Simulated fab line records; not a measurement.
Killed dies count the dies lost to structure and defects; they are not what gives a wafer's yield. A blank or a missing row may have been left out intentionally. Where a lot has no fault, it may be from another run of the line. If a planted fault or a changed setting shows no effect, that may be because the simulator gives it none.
Chamber matching | flow n5Finfet | N5_SPACER0_ALD_07 on aldSin-02: 4 sister chambers
The step deposits SiNx, target thk 2 nm. 4 wafers are shown with their chamber, then 10 later ones without.

EACH WAFER AND ITS CHAMBER
wafer  | chamber | heaterPowerW (W)
L086.4 | 2       | 693
L090.2 | 1       | 997
L091.2 | 0       | 811
L091.5 | 3       | 729

WAFERS WITH NO CHAMBER GIVEN
wafer  | heaterPowerW (W)
L091.6 | 1006
L094.3 | 789
L094.4 | 1007
L094.5 | 739
L095.1 | 995
L095.4 | 752
L095.6 | 992
L096.2 | 701
L096.3 | 1006
L096.4 | 746

EACH ONE'S CHAMBER
wafer  | from the rows above     | in truth
L091.6 | 1                       | 1
L094.3 | 0                       | 0
L094.4 | 1                       | 1
L094.5 | 3                       | 3
L095.1 | 1                       | 1
L095.4 | 3                       | 3
L095.6 | 1                       | 1
L096.2 | can't be placed: 2 or 3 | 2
L096.3 | 1                       | 1
L096.4 | 3                       | 3
Correctly placed: 9 of 10. Not placeable from these rows: 1 (in 1, the candidates include the true chamber). 0 placed wrongly.
How it was worked out, from the rows above alone: a wafer's distance from a chamber is the root of the sum, over the readings, of the square of ((its reading less the chamber's mean) divided by the reading's scatter). If the next closest chamber is less than 2 further off than the closest, the wafer can't be placed; otherwise it belongs to the closest. A chamber's mean is the mean of its shown wafers. The scatter (one wafer shown for each chamber): square how far every hidden wafer sits from the nearest shown wafer, average those squares and take the square root.
